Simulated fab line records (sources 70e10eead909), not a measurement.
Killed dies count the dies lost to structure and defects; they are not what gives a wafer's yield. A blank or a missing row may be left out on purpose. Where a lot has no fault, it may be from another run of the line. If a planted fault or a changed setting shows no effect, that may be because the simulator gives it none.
Matching of chambers | flow nandHarc | NHARC_P_BONDPAD_CMP_19 on cmp-01 has 4 sister chambers
The step polishes, t overpolish 30 s, cu recess touch 16 s, target thk 160.81 nm. 4 wafers are shown with their chamber, then 12 later ones without.

WAFERS PAIRED WITH THEIR CHAMBERS
wafer  | chamber | motorCurrentA (A)
L082.2 | 2       | 11.2
L082.5 | 0       | 11.8
L089.3 | 3       | 15.0
L089.5 | 1       | 12.5

WAFERS WITHOUT THEIR CHAMBER
wafer  | motorCurrentA (A)
L088.2 | 11.8
L088.3 | 14.6
L088.5 | 12.9
L091.1 | 12.1
L091.2 | 13.9
L091.6 | 13.5
L092.2 | 12.2
L092.5 | 10.7
L092.6 | 14.9
L093.1 | 12.6
L093.4 | 11.3
L093.5 | 15.0

WHICH CHAMBER EACH WENT THROUGH
wafer  | from the rows above          | in truth
L088.2 | can't be placed: 0 or 2 or 1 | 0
L088.3 | 3                            | 3
L088.5 | can't be placed: 1 or 0      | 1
L091.1 | can't be placed: 0 or 1 or 2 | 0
L091.2 | can't be placed: 3 or 1      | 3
L091.6 | can't be placed: 1 or 3 or 0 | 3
L092.2 | can't be placed: 1 or 0 or 2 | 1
L092.5 | can't be placed: 2 or 0      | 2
L092.6 | 3                            | 3
L093.1 | can't be placed: 1 or 0      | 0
L093.4 | can't be placed: 2 or 0      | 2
L093.5 | 3                            | 3
3 of 12 placed correctly. These rows do not allow placing 9 (true chamber among the candidates in 9). Wrongly placed: 0.
How it was worked out, from the rows above alone: a wafer's distance from a chamber is the root of the sum, over the readings, of the square of ((its reading less the chamber's mean) divided by the reading's scatter). The wafer belongs to the nearest chamber; if the next one is less than 2 further off, it can't be placed. The mean given for a chamber averages the wafers shown for that chamber. The scatter: with one shown wafer a chamber, the root of the mean of the squares of how far each hidden wafer lies from its nearest shown one.
